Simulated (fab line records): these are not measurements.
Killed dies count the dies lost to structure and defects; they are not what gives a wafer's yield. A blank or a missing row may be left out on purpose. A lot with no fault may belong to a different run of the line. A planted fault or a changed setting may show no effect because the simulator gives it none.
fab line records | flow nand-harc
[record] lots = 6 | wafers = 18 | last-day = 34
route steps=1302 shown P_M1@297 END@1302
lots that met no fault: from a run of the same line without faults
start-h: hours from the record's opening day to when the first of the lot's shown wafers began | wait-h: hours since the lot's step before | " identical to the entry in the row above | L1.1+2: a single row standing in for several wafers | - no value, or no start given | * or withheld: withheld | < > ~ a bound
route shown NAME@n: a module of which the file shows steps, and the number in the route of the first | usual: mean/standard deviation of fault-free wafers | same: alike in all rows | chamber/n: place in a boat | sites: each site's reading | _std_site: standard deviation of those values | _edge_site: mean of outer sites minus mean of inner sites | radius-mm: how far each site lies from the wafer's centre | mask NAME#n: copy n | behind: the tool/chamber that last shaped the wafer | hold: cause of the lot's hold/its duration in hours/its outcome | device: whichever transistor did not switch (one of n, p or np) | end of line: tests run on the same wafers once the route is complete | step lacking rows: just its recipe | killed: at the first sort, the dies lost to defects and structure; wafer yield is something else | map: the dies of a wafer, with x for killed, . for not killed, _ for no die there
set.NAME: the setting as run; set.NAME@STEP: as run at that earlier step | model.NAME: the simulator's own value behind a step, which no gauge read
certain route steps with their lots: each step a table, each wafer a row
services: from which hour (start-h, from the record's first day; less than 0 if before it) a tool's chamber was out of use, for how many hours, and why
[[steps]]
[step NHARC_P_M1_INSPECT_11]
[usual] raw-defect-count = 3.7/2.4
lot.wafer | tool              | chamber | start-h | wait-h | raw-defect-count
L568.1    | defect-inspect-02 | -       | 235.82  | 0.0    | 5
L568.5    | "                 | -       | "       | "      | 16
L568.6    | "                 | -       | "       | "      | 6
L569.1    | defect-inspect-02 | -       | 250.04  | 0.0    | 3
L569.4    | "                 | -       | "       | "      | 4
L569.6    | "                 | -       | "       | "      | 3
L574.2    | defect-inspect-02 | -       | 297.13  | 0.0    | 2
L574.5    | "                 | -       | "       | "      | 4
L574.6    | "                 | -       | "       | "      | 7
L575.2    | defect-inspect-02 | -       | 304.62  | 0.0    | 3
L575.3    | "                 | -       | "       | "      | 2
L575.4    | "                 | -       | "       | "      | 0
L578.2    | defect-inspect-02 | -       | 345.09  | 0.0    | 5
L578.3    | "                 | -       | "       | "      | 3
L578.6    | "                 | -       | "       | "      | 6
L580.2    | defect-inspect-02 | -       | 354.88  | 0.0    | 7
L580.3    | "                 | -       | "       | "      | 5
L580.6    | "                 | -       | "       | "      | 2
[step NHARC_P_M1_DESCUM_14]
[recipe] time-s = 3 | o2-flow-sccm = 200 | ar-flow-sccm = 0 | bias-power-w = 0 | chemistry = O2
[step NHARC_P_M1_ETCH_35]
[recipe] target-depth-a = 400 | overetch-a = 120 | time-s = 43.94 | ion-energy-ev = 200 | n2-flow-sccm = 150 | h2-flow-sccm = 150 | ar-flow-sccm = 0 | rf-w = 400 | bias-w = 150 | chemistry = N2/H2
[step NHARC_P_M1_ETCH_15]
[recipe] target-depth-a = 1825 | time-s = 91.2 | c4f8-flow-sccm = withheld | ar-flow-sccm = 400 | rf-w = 600 | bias-w = 300 | chemistry = C4F8/Ar
[step NHARC_P_M1_CD_MEAS_16]
[usual] cd-nm = 130.1/0.58
lot.wafer | tool      | chamber | start-h | wait-h | cd-nm
L568.1    | cd-sem-03 | -       | 236.30  | -      | 130.7
L568.5    | "         | -       | "       | "      | 130.9
L568.6    | "         | -       | "       | "      | 130.4
L569.1    | cd-sem-01 | -       | 250.42  | -      | 130.6
L569.4    | "         | -       | "       | "      | 129.7
L569.6    | "         | -       | "       | "      | 129.6
L574.2    | cd-sem-02 | -       | 297.50  | -      | 130.9
L574.5    | "         | -       | "       | "      | 130.4
L574.6    | "         | -       | "       | "      | 130.6
L575.2    | cd-sem-02 | -       | 304.98  | -      | 129.8
L575.3    | "         | -       | "       | "      | 129.4
L575.4    | "         | -       | "       | "      | 129.6
L578.2    | cd-sem-01 | -       | 345.46  | -      | 130.3
L578.3    | "         | -       | "       | "      | 129.6
L578.6    | "         | -       | "       | "      | 129.1
L580.2    | cd-sem-03 | -       | 355.25  | -      | 129.6
L580.3    | "         | -       | "       | "      | 129.6
L580.6    | "         | -       | "       | "      | 129.7
[step NHARC_P_M1_STRIP_18]
[recipe] power-w = 1000 | n2-flow-sccm = 150 | h2-flow-sccm = 150 | ar-flow-sccm = 0 | bias-w = 0 | chemistry = N2/H2
[usual] drypump-motor-current-A = 5.8/0.5 | h2-flow-sccm = 150.0/0.45 | oes-product-au = 0.999/0.0074 | rf-vpp-V = 90.8/1 | showerhead-plenum-p-Torr = 2.05/0.089 | throttle-valve-pct = 14.172/0.0091
lot.wafer | tool        | chamber | start-h | wait-h | drypump-motor-current-A | h2-flow-sccm | oes-product-au | rf-hours-counter-h | rf-vpp-V | showerhead-plenum-p-Torr | throttle-valve-pct
L568.1    | rie-diel-06 | 3       | 236.43  | 0.1    | 6.5                     | 150.0        | 0.998          | 42                 | 91.2     | 2.19                     | 14.168
L568.5    | "           | 1       | "       | "      | 6.4                     | 150.3        | 1.004          | -                  | 91.2     | 1.89                     | 14.171
L568.6    | "           | 2       | "       | "      | 6.4                     | 150.3        | 0.998          | -                  | 89.4     | 2.10                     | 14.180
L569.1    | rie-diel-07 | 1       | 250.52  | 0.1    | 5.8                     | 149.9        | 1.005          | 13                 | 92.2     | 2.08                     | 14.158
L569.4    | "           | 3       | "       | "      | 5.5                     | 149.8        | 0.986          | 13                 | 92.9     | 2.14                     | 14.178
L569.6    | "           | 1       | "       | "      | 5.8                     | 151.1        | 0.997          | -                  | 91.2     | 2.08                     | 14.163
L574.2    | rie-diel-06 | 0       | 297.57  | 0.1    | 6.0                     | 150.0        | 0.996          | 51                 | 89.9     | 2.03                     | 14.167
L574.6    | "           | 0       | "       | "      | 6.0                     | 150.6        | 0.991          | -                  | 89.4     | 2.03                     | 14.184
L574.5    | "           | 1       | "       | "      | 6.3                     | 150.1        | 0.990          | -                  | 90.4     | 1.88                     | 14.163
L575.3    | rie-diel-03 | 0       | 305.05  | 0.1    | 6.4                     | 150.3        | 0.993          | 1                  | 89.1     | 1.92                     | 14.164
L575.2    | "           | 1       | "       | "      | 6.1                     | 150.3        | 0.995          | 0                  | 92.9     | 2.18                     | 14.161
L575.4    | "           | 2       | "       | "      | 5.2                     | 149.8        | 0.994          | 1                  | 91.0     | 2.01                     | 14.185
L578.2    | rie-diel-07 | 0       | 345.57  | 0.1    | 5.3                     | 150.0        | 1.003          | 3                  | 90.6     | 2.01                     | 14.175
L578.3    | "           | 1       | "       | "      | 5.8                     | 149.8        | 1.004          | 4                  | 88.4     | 2.08                     | 14.170
L578.6    | "           | 0       | "       | "      | 5.3                     | 149.7        | 1.009          | -                  | 90.5     | 2.01                     | 14.168
L580.3    | rie-diel-06 | 3       | 355.35  | 0.1    | 6.5                     | 150.7        | 1.003          | 10                 | 91.3     | 2.17                     | 14.167
L580.2    | "           | 0       | "       | "      | 6.0                     | 150.6        | 0.990          | 12                 | 89.3     | 2.03                     | 14.166
L580.6    | "           | 3       | "       | "      | 6.5                     | 150.5        | 1.005          | -                  | 92.7     | 2.17                     | 14.161
[step NHARC_P_M1_ETCH_28]
[recipe] target-depth-a = 300 | over-etch-frac = 0.3 | time-s = 72.99 | ion-energy-ev = 150 | cf4-flow-sccm = 50 | n2-flow-sccm = 100 | ar-flow-sccm = 150 | rf-w = 300 | bias-w = 100 | chemistry = CF4/N2
[usual] drypump-motor-current-A = 5.8/0.5 | oes-product-au = 0.998/0.0072 | rf-vpp-V = 314.5/2 | showerhead-plenum-p-Torr = 2.64/0.11 | throttle-valve-pct = 19.794/0.0088
lot.wafer | tool        | chamber | start-h | wait-h | drypump-motor-current-A | oes-product-au | rf-hours-counter-h | rf-vpp-V | showerhead-plenum-p-Torr | throttle-valve-pct
L568.1    | rie-diel-06 | 3       | -       | -      | 6.5                     | 0.996          | 42                 | 317.0    | 2.80                     | 19.802
L568.6    | "           | 2       | "       | "      | 6.5                     | 1.004          | -                  | 315.7    | 2.70                     | 19.788
L568.5    | "           | 3       | "       | "      | 6.5                     | 1.004          | -                  | 317.7    | 2.80                     | 19.794
L569.1    | rie-diel-07 | 3       | -       | -      | 5.5                     | 0.990          | 13                 | 317.5    | 2.74                     | 19.800
L569.4    | "           | 1       | "       | "      | 5.9                     | 1.004          | 13                 | 314.8    | 2.67                     | 19.793
L569.6    | "           | 3       | "       | "      | 5.5                     | 0.999          | -                  | 315.3    | 2.74                     | 19.788
L574.2    | rie-diel-06 | 2       | -       | -      | 6.5                     | 0.986          | 57                 | 314.6    | 2.69                     | 19.785
L574.6    | "           | 0       | "       | "      | 6.0                     | 0.991          | -                  | 313.4    | 2.62                     | 19.782
L574.5    | "           | 1       | "       | "      | 6.4                     | 0.993          | -                  | 310.7    | 2.44                     | 19.791
L575.3    | rie-diel-03 | 0       | -       | -      | 6.3                     | 0.984          | 1                  | 313.4    | 2.49                     | 19.804
L575.2    | "           | 1       | "       | "      | 6.1                     | 0.996          | 1                  | 316.0    | 2.79                     | 19.787
L575.4    | "           | 3       | "       | "      | 5.5                     | 1.001          | 1                  | 312.6    | 2.54                     | 19.789
L578.2    | rie-diel-07 | 0       | -       | -      | 5.3                     | 1.004          | 3                  | 313.8    | 2.60                     | 19.786
L578.3    | "           | 2       | "       | "      | 5.1                     | 1.007          | 4                  | 312.6    | 2.58                     | 19.787
L578.6    | "           | 3       | "       | "      | 5.5                     | 0.982          | -                  | 315.8    | 2.74                     | 19.805
L580.2    | rie-diel-06 | 2       | -       | -      | 6.4                     | 1.014          | 8                  | 315.8    | 2.69                     | 19.801
L580.3    | "           | 0       | "       | "      | 6.0                     | 1.002          | 12                 | 315.2    | 2.61                     | 19.787
L580.6    | "           | 2       | "       | "      | 6.4                     | 1.011          | -                  | 314.4    | 2.69                     | 19.783
[step NHARC_P_M1_STRIP_19]
[recipe] time-s = 600 | temp-c = 30 | chemistry = post-etch-residue-remover
[step NHARC_P_M1_DEGAS_29]
[recipe] temp-c = 250 | time-s = 60
[usual] heater-power-w = 332/35
lot.wafer | tool           | chamber | start-h | wait-h | heater-power-w
L568.1    | pvd-sputter-03 | -       | 237.04  | -      | 321
L568.6    | "              | -       | "       | "      | 314
L568.5    | "              | -       | "       | "      | 355
L569.4    | pvd-sputter-02 | -       | 251.13  | -      | 364
L569.1    | "              | -       | "       | "      | 372
L569.6    | "              | -       | "       | "      | 353
L574.2    | pvd-sputter-01 | -       | 298.22  | -      | 295
L574.5    | "              | -       | "       | "      | 298
L574.6    | "              | -       | "       | "      | 291
L575.4    | pvd-sputter-01 | -       | 305.69  | -      | 341
L575.2    | "              | -       | "       | "      | 304
L575.3    | "              | -       | "       | "      | 297
L578.3    | pvd-sputter-02 | -       | 346.18  | -      | 314
L578.2    | "              | -       | "       | "      | 348
L578.6    | "              | -       | "       | "      | 304
L580.3    | pvd-sputter-01 | -       | 355.98  | -      | 297
L580.2    | "              | -       | "       | "      | 291
L580.6    | "              | -       | "       | "      | 300
[step NHARC_P_M1_PRE_CLEAN_30]
[recipe] time-s = 30 | temp-c = 280 | gas = H2/He
[usual] heater-power-w = 412/44
lot.wafer | tool           | chamber | start-h | wait-h | heater-power-w
L568.1    | pvd-sputter-03 | -       | -       | -      | 401
L568.5    | "              | -       | "       | "      | 372
L568.6    | "              | -       | "       | "      | 408
L569.1    | pvd-sputter-02 | -       | -       | -      | 453
L569.4    | "              | -       | "       | "      | 434
L569.6    | "              | -       | "       | "      | 426
L574.2    | pvd-sputter-01 | -       | -       | -      | 367
L574.5    | "              | -       | "       | "      | 415
L574.6    | "              | -       | "       | "      | 369
L575.2    | pvd-sputter-01 | -       | -       | -      | 362
L575.4    | "              | -       | "       | "      | 427
L575.3    | "              | -       | "       | "      | 364
L578.2    | pvd-sputter-02 | -       | -       | -      | 383
L578.3    | "              | -       | "       | "      | 423
L578.6    | "              | -       | "       | "      | 419
L580.3    | pvd-sputter-01 | -       | -       | -      | 507
L580.2    | "              | -       | "       | "      | 364
L580.6    | "              | -       | "       | "      | 430
[step NHARC_P_M1_PVD_20]
[recipe] target-thk-a = 50 | bias-v = 168.6 | power-w = 15000 | chamber-pressure-pa = 0.12 | time-s = 8.06 | substrate-temp-c = 50 | material = TaN
[step NHARC_P_M1_PVD_21]
[recipe] target-thk-a = 300 | chamber-pressure-pa = 5 | power-w = 5000 | substrate-temp-c = 30 | time-s = 20.49 | material = Cu
[usual] throttle-valve-pct = 29.9/1.3
lot.wafer | tool           | chamber | start-h | wait-h | throttle-valve-pct
L568.1    | pvd-sputter-03 | -       | -       | -      | 30.2
L568.5    | "              | -       | "       | "      | 30.1
L568.6    | "              | -       | "       | "      | 30.5
L569.4    | pvd-sputter-02 | -       | -       | -      | 30.8
L569.1    | "              | -       | "       | "      | 27.9
L569.6    | "              | -       | "       | "      | 30.7
L574.2    | pvd-sputter-01 | -       | -       | -      | 29.3
L574.6    | "              | -       | "       | "      | 31.1
L574.5    | "              | -       | "       | "      | 29.0
L575.2    | pvd-sputter-01 | -       | -       | -      | 28.4
L575.3    | "              | -       | "       | "      | 29.0
L575.4    | "              | -       | "       | "      | 31.7
L578.3    | pvd-sputter-02 | -       | -       | -      | 29.5
L578.2    | "              | -       | "       | "      | 27.2
L578.6    | "              | -       | "       | "      | 29.4
L580.2    | pvd-sputter-01 | -       | -       | -      | 29.2
L580.3    | "              | -       | "       | "      | 28.3
L580.6    | "              | -       | "       | "      | 29.1
[step NHARC_P_M1_ECD_22]
[recipe] target-thk-a = 4000 | bath-temp-c = 25 | material = Cu
lot.wafer  | tool      | chamber | start-h | wait-h
L568.1+5+6 | ecd-cu-02 | 1,1,0   | 237.37  | -
L569.1+4+6 | ecd-cu-01 | 1,0,0   | 251.54  | -
L574.2+5+6 | ecd-cu-02 | 0,0,1   | 298.60  | -
L575.2+4+3 | ecd-cu-02 | 1,0,1   | 306.10  | -
L578.2+3+6 | ecd-cu-01 | 0       | 346.54  | -
L580.2+3+6 | ecd-cu-01 | 0,1,0   | 356.50  | -
[step NHARC_P_M1_ANNEAL_31]
[recipe] temp-c = 225 | time-s = 90
[step NHARC_P_M1_CMP_23]
[recipe] t-overpolish-s = 20 | target-thk-nm = 157.82
[usual] motor-current-A = 11.8/0.96 | time-to-endpoint-s = 28.1/2.5
lot.wafer | tool   | chamber | start-h | wait-h | motor-current-A | time-to-endpoint-s
L568.1    | cmp-01 | 0       | 238.17  | -      | 12.9            | 27.9
L568.5    | "      | 3       | "       | "      | 11.4            | 28.4
L568.6    | "      | 0       | "       | "      | 12.8            | 27.1
L569.4    | cmp-02 | 0       | 252.24  | -      | 11.5            | 29.6
L569.1    | "      | 2       | "       | "      | 12.3            | 23.8
L569.6    | "      | 3       | "       | "      | 12.9            | 27.3
L574.2    | cmp-04 | 1       | 299.40  | -      | 10.8            | 44.6
L574.5    | "      | 2       | "       | "      | 11.1            | 38.9
L574.6    | "      | 3       | "       | "      | 10.9            | 26.6
L575.2    | cmp-04 | 2       | 306.80  | -      | 11.0            | 21.2
L575.3    | "      | 3       | "       | "      | 11.2            | 21.2
L575.4    | "      | 0       | "       | "      | 13.8            | 35.8
L578.3    | cmp-02 | 0       | 347.32  | -      | 11.8            | 26.9
L578.2    | "      | 1       | "       | "      | 11.0            | 28.6
L578.6    | "      | 2       | "       | "      | 13.0            | 26.2
L580.2    | cmp-02 | 3       | 357.24  | -      | 12.6            | 24.8
L580.3    | "      | 1       | "       | "      | 11.2            | 28.1
L580.6    | "      | 2       | "       | "      | 12.5            | 23.2
[step NHARC_P_M1_THK_MEAS_24]
[recipe] thk-meas-gauge = xrf
[usual] thk-nm = 157.6/1.5
lot.wafer | tool          | chamber | start-h | wait-h | thk-nm
L568.1    | film-metro-02 | -       | 238.46  | -      | 159.8
L568.5    | "             | -       | "       | "      | 155.5
L568.6    | "             | -       | "       | "      | 159.0
L569.1    | film-metro-02 | -       | 252.53  | -      | 156.7
L569.4    | "             | -       | "       | "      | 159.0
L569.6    | "             | -       | "       | "      | 158.5
L574.2    | film-metro-02 | -       | 299.64  | -      | 156.1
L574.5    | "             | -       | "       | "      | 157.6
L574.6    | "             | -       | "       | "      | 157.1
L575.2    | film-metro-01 | -       | 307.08  | -      | 157.3
L575.3    | "             | -       | "       | "      | 157.0
L575.4    | "             | -       | "       | "      | 155.7
L578.2    | film-metro-01 | -       | 347.58  | -      | 159.7
L578.3    | "             | -       | "       | "      | 158.6
L578.6    | "             | -       | "       | "      | 157.4
L580.2    | film-metro-01 | -       | 357.53  | -      | 160.0
L580.3    | "             | -       | "       | "      | 157.7
L580.6    | "             | -       | "       | "      | 154.0
[step NHARC_END_SORT_01]
[recipe] temp-c = 25
[usual] defect-limited-yield = 91.6/2.6 | killed-at-array = 52/17 | killed-at-other = 0.8/1.1 | killed-at-periphery = 3.2/2.2 | killed-dies = 57/17 | killed-open = 3.4/1.8 | killed-short = 2.4/1.6 | sort_bin_2_pct = 2.9/1.1 | sort_bin_3_pct = 0.6/0.38 | sort_bin_4_pct = 4.8/1.5 | sort-n-pass = 620/17 | sort-rim-yield-pct = 92/4.9 | sort-yield-pct = 91.6/2.6
[same] gross-dies = 677 | sort_bin_5_pct[%] = 0 | sort_bin_6_pct[%] = 0 | sort_bin_7_pct[%] = 0 | sort_bin_8_pct[%] = 0 | sort-rim-n-gross = 106.00
lot.wafer | tool      | chamber | start-h | wait-h | defect-limited-yield[%] | killed-at-array | killed-at-other | killed-at-periphery | killed-dies | killed-open | killed-short | sort_bin_2_pct[%] | sort_bin_3_pct[%] | sort_bin_4_pct[%] | sort-n-pass | sort-rim-yield-pct[%] | sort-yield-pct[%]
L569.1    | prober-02 | 0       | 687.94  | 2.5    | 88.5                    | 69              | 2               | 7                   | 78          | 4           | 1            | 4.0               | 0.1               | 7.4               | 599         | 96                    | 88.5
L569.4    | prober-02 | 0       | 690.37  | 3.4    | 90.0                    | 63              | 1               | 4                   | 68          | 3           | 3            | 3.1               | 1.2               | 5.8               | 609         | 92                    | 90.0
L569.6    | prober-02 | 0       | 691.99  | 4.0    | 89.7                    | 62              | 2               | 6                   | 70          | 1           | 2            | 4.3               | 0.9               | 5.2               | 607         | 97                    | 89.7
L574.2    | prober-01 | 0       | 743.04  | 2.8    | 90.0                    | 67              | 0               | 1                   | 68          | 1           | 3            | 3.2               | 0.7               | 6.1               | 609         | 92                    | 90.0
L574.5    | prober-01 | 0       | 745.43  | 3.7    | 89.4                    | 67              | 0               | 5                   | 72          | 4           | 3            | 3.8               | 1.0               | 5.8               | 605         | 87                    | 89.4
L574.6    | prober-01 | 0       | 746.23  | 4.0    | 87.4                    | 78              | 2               | 5                   | 85          | 3           | 5            | 3.0               | 0.7               | 8.9               | 592         | 86                    | 87.4
L575.2    | prober-02 | 0       | 743.04  | 2.8    | 88.2                    | 74              | 4               | 2                   | 80          | 2           | 2            | 4.6               | 1.2               | 6.1               | 597         | 92                    | 88.2
L575.3    | prober-02 | 0       | 743.84  | 3.1    | 86.7                    | 86              | 2               | 2                   | 90          | 3           | 2            | 4.9               | 1.2               | 7.2               | 587         | 89                    | 86.7
L575.4    | prober-02 | 0       | 744.64  | 3.4    | 87.1                    | 86              | 1               | 0                   | 87          | 3           | 1            | 5.9               | 1.5               | 5.5               | 590         | 92                    | 87.1
// killed by level:class
L569.1 A_SLIT:chamber-film-flake=29 A_CHANNEL_HOLE_D2:chamber-film-flake=13 A_CHANNEL_HOLE_D1:chamber-film-flake=9 A_BLC:chamber-film-flake=6 A_STAIRCASE:chamber-film-flake=4 P_BONDPAD:chamber-film-flake=3 P_GATE:geometric-particle:open=2 A_CHANNEL_FILL_D2:chamber-film-flake=2
L569.4 A_SLIT:chamber-film-flake=28 A_CHANNEL_HOLE_D1:chamber-film-flake=13 A_STAIRCASE:chamber-film-flake=7 A_CHANNEL_HOLE_D2:chamber-film-flake=6 A_SGD_CUT:chamber-film-flake=2 A_CONTACT:chamber-film-flake=2 P_STI:geometric-particle:open=1 P_STI:geometric-particle:short=1
L569.6 A_SLIT:chamber-film-flake=32 A_CHANNEL_HOLE_D2:chamber-film-flake=13 A_CHANNEL_HOLE_D1:chamber-film-flake=10 A_STAIRCASE:chamber-film-flake=4 P_GATE:chamber-film-flake=2 P_BONDPAD:chamber-film-flake=2 P_M0:geometric-particle:short=1 P_M0:geometric-particle:open=1
L574.2 A_CHANNEL_HOLE_D1:chamber-film-flake=34 A_CHANNEL_HOLE_D2:chamber-film-flake=15 A_CONTACT:chamber-film-flake=7 A_SLIT:chamber-film-flake=6 A_STAIRCASE:chamber-film-flake=2 P_GATE:geometric-particle:short=1 A_CHANNEL_FILL_D1:geometric-particle:short=1 A_ONON_D2:geometric-particle:short=1
L575.2 A_SLIT:chamber-film-flake=26 A_CHANNEL_HOLE_D1:chamber-film-flake=21 A_CHANNEL_HOLE_D2:chamber-film-flake=16 THIN_TSV:chamber-film-flake=4 A_CONTACT:chamber-film-flake=3 A_STAIRCASE:chamber-film-flake=2 P_CONTACT:geometric-particle:open=1 A_DECK1_JOINT:geometric-particle:short=1
L575.3 A_CHANNEL_HOLE_D1:chamber-film-flake=35 A_SLIT:chamber-film-flake=25 A_CHANNEL_HOLE_D2:chamber-film-flake=11 A_CONTACT:chamber-film-flake=4 A_WL_FILL:chamber-film-flake=3 A_STAIRCASE:chamber-film-flake=2 P_M0:geometric-particle:open=1 A_DECK1_JOINT:geometric-particle:open=1
L575.4 A_SLIT:chamber-film-flake=28 A_CHANNEL_HOLE_D1:chamber-film-flake=24 A_CHANNEL_HOLE_D2:chamber-film-flake=14 A_WL_FILL:chamber-film-flake=7 A_STAIRCASE:chamber-film-flake=3 A_CONTACT:chamber-film-flake=2 A_DECK1_JOINT:chamber-film-flake=2 A_CHANNEL_HOLE_D1:geometric-particle:open=1
L574.5 A_CHANNEL_HOLE_D1:chamber-film-flake=31 A_CHANNEL_HOLE_D2:chamber-film-flake=17 A_SLIT:chamber-film-flake=5 A_CONTACT:chamber-film-flake=5 P_GATE:chamber-film-flake=2 P_M1:chamber-film-flake=2 A_STAIRCASE:chamber-film-flake=2 P_M1:geometric-particle:short=1
L574.6 A_CHANNEL_HOLE_D2:chamber-film-flake=28 A_CHANNEL_HOLE_D1:chamber-film-flake=22 A_SLIT:chamber-film-flake=10 A_CONTACT:chamber-film-flake=8 P_M1:chamber-film-flake=2 THIN_TSV:chamber-film-flake=2 A_ONON_D1:geometric-particle:open=1 A_CHANNEL_HOLE_D1:geometric-particle:open=1
[[services]]
tool           | chamber | start-h | hours | kind
rie-diel-03    | -       | 214.31  | 0.3   | repair
pvd-sputter-03 | -       | 217.20  | 2.5   | repair
pvd-sputter-01 | -       | 226.00  | 10.0  | pm
cmp-02         | -       | 232.59  | 4.0   | pm
ecd-cu-02      | -       | 232.95  | 1.3   | repair
ecd-cu-02      | -       | 244.56  | 8.0   | pm
rie-diel-03    | 0       | 259.78  | 7.5   | repair
rie-diel-06    | 2       | 265.23  | 6.5   | repair
pvd-sputter-02 | -       | 276.17  | 1.2   | repair
rie-diel-03    | -       | 281.34  | 9.0   | pm
pvd-sputter-02 | -       | 282.08  | 10.0  | pm
rie-diel-07    | 3       | 283.61  | 12.9  | repair
pvd-sputter-02 | -       | 292.59  | 1.7   | repair
ecd-cu-01      | -       | 294.01  | 8.2   | repair
rie-diel-07    | -       | 294.25  | 9.0   | pm
rie-diel-06    | -       | 307.64  | 9.0   | pm
pvd-sputter-03 | -       | 312.77  | 0.8   | repair
pvd-sputter-02 | -       | 317.60  | 2.1   | repair
ecd-cu-02      | -       | 323.51  | 0.9   | repair
cmp-02         | -       | 330.59  | 4.0   | pm
ecd-cu-02      | -       | 342.08  | 1.9   | repair
rie-diel-06    | 2       | 342.41  | 6.6   | repair
pvd-sputter-03 | -       | 348.91  | 10.0  | pm
pvd-sputter-01 | -       | 350.29  | 4.9   | repair
[[key]]
[first-sign] step = NHARC_P_M1_CMP_23 | reading = time-to-endpoint-s | direction = up | sigmas = 4.6 | usual = * | struck = *
effect none on later readings
met-at NHARC_P_M1_ECD_22
struck-wafers L574.2,L574.5,L575.4
onset-between 237.37 298.60
[fault] kind = process-parameter-drift | tool = ecd-cu-02 | chamber = 0 | onset-h = 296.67 | steps = NHARC_P_M1_ECD_22 | channel = target-thk-a | offset = * | shape = step | end-h = 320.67 | acts-in = * | stated = *
